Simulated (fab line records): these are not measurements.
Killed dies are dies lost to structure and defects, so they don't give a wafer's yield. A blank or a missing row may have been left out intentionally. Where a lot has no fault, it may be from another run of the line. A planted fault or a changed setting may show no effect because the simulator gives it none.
A lot that was struck, set against a sound lot | flow n5_finfet | 28 steps out of a route of 1938
Sound: these wafers, L161.2, L161.3, L161.6. Struck: wafer L150.5 (L150.2, L150.6, from the same lot, were not struck and are left out); the cause is given at the end.
Each step with rows lists, per side, the tool, then ch with its chambers, then its first start. Under that, the readings that differ: sound wafers | struck wafers | difference of the means | sigmas: that difference in standard deviations of wafers without a fault.
alike: readings with means less than 2 such deviations apart, plus words and numbers identical on both sides. not compared: withheld readings, readings lacking a value on some wafer, bounds such as >300 that could conceal the same value, and numbers that have no deviation in the record and whose values overlap.
The two part at a step that has a row with sigmas, a row that says differs or no value, or rows on one side only. Numbers that have no deviation but don't overlap get no sigmas and don't part them. A reading missing from all wafers of one side parts the sides only when that side holds two or more wafers.

first, 10 steps without rows for these wafers: N5_BEOL_M10_CURE_72 (cures SiCOH lowk, time 120 s); N5_BEOL_M10_DEGAS_44 (time 60 s); N5_BEOL_M10_PRE_CLEAN_45 (time 30 s); N5_BEOL_M10_ALD_74 (deposits TaN, target thk 2 nm, pulse time 2 s, purge time 3 s); N5_BEOL_M10_SURFACE_TREAT_76; N5_BEOL_M10_CVD_75 (deposits Co from CCTBA/H2, target thk 2 nm, time 138.9 s); N5_BEOL_M10_SPUTTER_48 (material Cu, target thk 12 nm, time 2 s); N5_BEOL_M10_ECD_50 (material Cu, target thk 318 nm); N5_BEOL_M10_ANNEAL_51 (time 90 s); N5_BEOL_M10_CMP_52 (polishes, stops on SiCOH lowk, t overpolish 7 s, target thk 140 nm).
N5_BEOL_M10_PRE_CLEAN_55: time 15 s.
  sound on pecvd-03 ch 0,1,2, day 17 22:52; struck on pecvd-03 ch 0,1,2, day 14 09:38
then, 1 step without rows for these wafers: N5_BEOL_M10_DEP_56 (deposits SiCN from 3MS/NH3, target thk 15 nm, time 26.5 s).
N5_BEOL_M10_INSPECT_58: inspects for defects (darkfield).
  struck on defect_inspect-02, day 14 09:46; sound on defect_inspect-01, day 17 23:00
  reading          | sound    | struck | difference | sigmas
  raw_defect_count | 49 56 81 | 839    | +777       | +34
then, 12 steps without rows for these wafers: N5_BEOL_M11_ILD_DEP_00 (deposits SiCOH lowk from DEMS/porogen, target thk 308.51 nm, time 58 s); N5_BEOL_M11_CURE_71 (cures SiCOH lowk, time 240 s); N5_BEOL_M11_PECVD_70 (deposits SiO2 from TEOS/O2, target thk 20 nm, time 22.7 s); N5_BEOL_M11_HM_DEP_02 (deposits TiN, target thk 20 nm); N5_BEOL_M11_COAT_59 (time 60 s, resist thk 100 nm); N5_BEOL_M11_COAT_60 (time 60 s, resist thk 30 nm); N5_BEOL_M11_COAT_05 (resist thk 90 nm); N5_BEOL_M11_EBR_07; N5_BEOL_M11_SOFTBAKE_06 (time 60 s); N5_BEOL_M11_EXPOSE_08 (exposes mask M11); N5_BEOL_M11_PEB_09 (peb time 60 s); N5_BEOL_M11_DEVELOP_10 (develop time 30 s).
N5_BEOL_M11_INSPECT_13: inspects for defects (brightfield).
  struck on defect_inspect-02, day 14 11:39; sound on defect_inspect-02, day 18 03:04
  reading          | sound       | struck | difference | sigmas
  raw_defect_count | 216 404 312 | 1156   | +845       | +9
then, 1 step without rows for these wafers: N5_BEOL_M11_DESCUM_16 (chemistry O2, time 7.9 s).
N5_PASSIVATION_PROBE_49:
  struck on prober-02, day 16 09:19; sound on prober-02, day 20 09:09
  reading                  | sound          | struck | difference | sigmas
  defect_limited_yield (%) | 91.2 90.2 89.7 | 82.8   | -7.6       | -6
  killed_at_M4_up          | 6 11 18        | 97     | +85        | +17
  killed_at_other          | 2 0 2          | 7      | +6         | +2
  killed_dies              | 104 116 121    | 203    | +89        | +6
  killed_on_rim            | 18 19 14       | 33     | +16        | +4
  sort_bin_5_function (%)  | 5.3 6.1 6.4    | 10.0   | +4.1       | +5
  sort_bin_6_memory (%)    | 3.4 3.1 3.8    | 4.9    | +1.5       | +2
  sort_n_pass              | 1076 1064 1059 | 977    | -89        | -6
  sort_yield_pct (%)       | 91.2 90.2 89.7 | 82.8   | -7.6       | -6
  alike: killed_at_M0_to_M3, killed_at_contacts, killed_at_front_end, killed_open, killed_short

WHERE THEY PART
Last at N5_PASSIVATION_PROBE_49 as far as this record goes, first at N5_BEOL_M10_INSPECT_58.

WHY: whatever the simulator had introduced
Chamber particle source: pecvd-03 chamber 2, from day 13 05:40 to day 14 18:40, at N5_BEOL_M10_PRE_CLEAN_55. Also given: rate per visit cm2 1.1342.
